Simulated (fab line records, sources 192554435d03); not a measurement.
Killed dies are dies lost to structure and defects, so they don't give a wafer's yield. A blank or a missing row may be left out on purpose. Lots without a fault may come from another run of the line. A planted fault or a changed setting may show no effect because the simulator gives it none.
A struck lot beside a sound one | flow n5_finfet | 27 steps out of a route of 1938
Sound: wafers L142.1, L142.3, L142.6. Struck: wafer L134.5. (L134.1, L134.4 of the same lot were not struck and are left out.) The cause comes at the end.
At each step with rows: each side's tool, then ch and its chambers, then its first start. Under that, the readings that differ: sound wafers | struck wafers | difference of the means | sigmas: that difference in standard deviations of wafers without a fault.
alike: readings whose means differ by less than 2 such deviations, and words and numbers that are the same on both sides. not compared: withheld readings, readings that some wafer has no value for, bounds like >300 that may hide the same value, and numbers for which the record gives no deviation and whose values overlap.
The two part at a step that has a row with sigmas, a row that says differs or no value, or rows on one side only. Numbers that don't overlap but have no deviation are shown without sigmas and don't part them. A reading that every wafer of one side lacks parts them only if that side has two wafers or more.

first, 9 steps without rows for these wafers: N5_BEOL_M5_COAT_05 (resist thk 30 nm); N5_BEOL_M5_EBR_07; N5_BEOL_M5_SOFTBAKE_06 (time 60 s); N5_BEOL_M5_EXPOSE_08 (exposes mask M5, target cd 28 nm); N5_BEOL_M5_PEB_09 (peb time 60 s); N5_BEOL_M5_DEVELOP_10 (develop time 30 s); N5_BEOL_M5_DESCUM_16 (chemistry O2, time 7 s); N5_BEOL_M5_ETCH_72 (etches underlayer in N2/H2, target depth 6.5 nm, time 5.2 s); N5_BEOL_M5_ETCH_61 (etches SiARC in CF4, target depth 15.6 nm, time 26 s).
N5_BEOL_M5_ETCH_62: etches SOC in N2/H2, target depth 75 nm, overetch 15 nm, time 112.5 s.
  sound on rie_diel-01 ch 1,3, day 13 23:32; struck on rie_diel-02 ch 3, day 11 23:13
  alike: drypump_motor_current_A, oes_product_au, rf_fwd_power_W, rf_vpp_V, showerhead_plenum_p_Torr, throttle_valve_pct
  not compared: rf_hours_counter_h
then, 14 steps without rows for these wafers: N5_BEOL_M5_STRIP_63 (strips in N2/H2); N5_BEOL_M5_STRIP_73 (strips in N2/H2); N5_BEOL_M5_STRIP_64 (strips in CF4); N5_BEOL_M5_HM_OPEN_17 (chemistry Cl2/BCl3, target TiN, target depth 20 nm, overetch 6 nm); N5_BEOL_M5_STRIP_19 (strips in O2); N5_BEOL_M5_COAT_65 (time 60 s, resist thk 60 nm); N5_BEOL_M5_COAT_66 (time 60 s, resist thk 12 nm); N5_BEOL_M5_COAT_74 (time 60 s, resist thk 5 nm); N5_BEOL_M5_COAT_22 (resist thk 30 nm); N5_BEOL_M5_EBR_24; N5_BEOL_M5_SOFTBAKE_23 (time 60 s); N5_BEOL_M5_EXPOSE_25 (exposes mask V4, defocus 10 nm); N5_BEOL_M5_PEB_26 (peb time 60 s); N5_BEOL_M5_DEVELOP_27 (develop time 30 s).
N5_BEOL_M5_INSPECT_30: inspects for defects (brightfield).
  sound on defect_inspect-01, day 14 00:23; struck on defect_inspect-01, day 12 05:49
  reading          | sound       | struck | difference | sigmas
  raw_defect_count | 359 418 412 | 1112   | +716       | +8
then, 1 step without rows for these wafers: N5_BEOL_M5_DESCUM_33 (chemistry O2, time 7 s).
-- the record jumps here: 5 days lie between the struck wafers' starts before and after (it left off in module BEOL_M5 and takes up again in module PASSIVATION, whose first step shown is number 1936 of the route) --
N5_PASSIVATION_PROBE_49:
  the record has rows for the struck wafers here (prober-01, day 16 21:13) and none for the sound ones

WHERE THEY PART
First at N5_BEOL_M5_INSPECT_30; last, within this record, at N5_PASSIVATION_PROBE_49.

WHY: what the simulator had put in
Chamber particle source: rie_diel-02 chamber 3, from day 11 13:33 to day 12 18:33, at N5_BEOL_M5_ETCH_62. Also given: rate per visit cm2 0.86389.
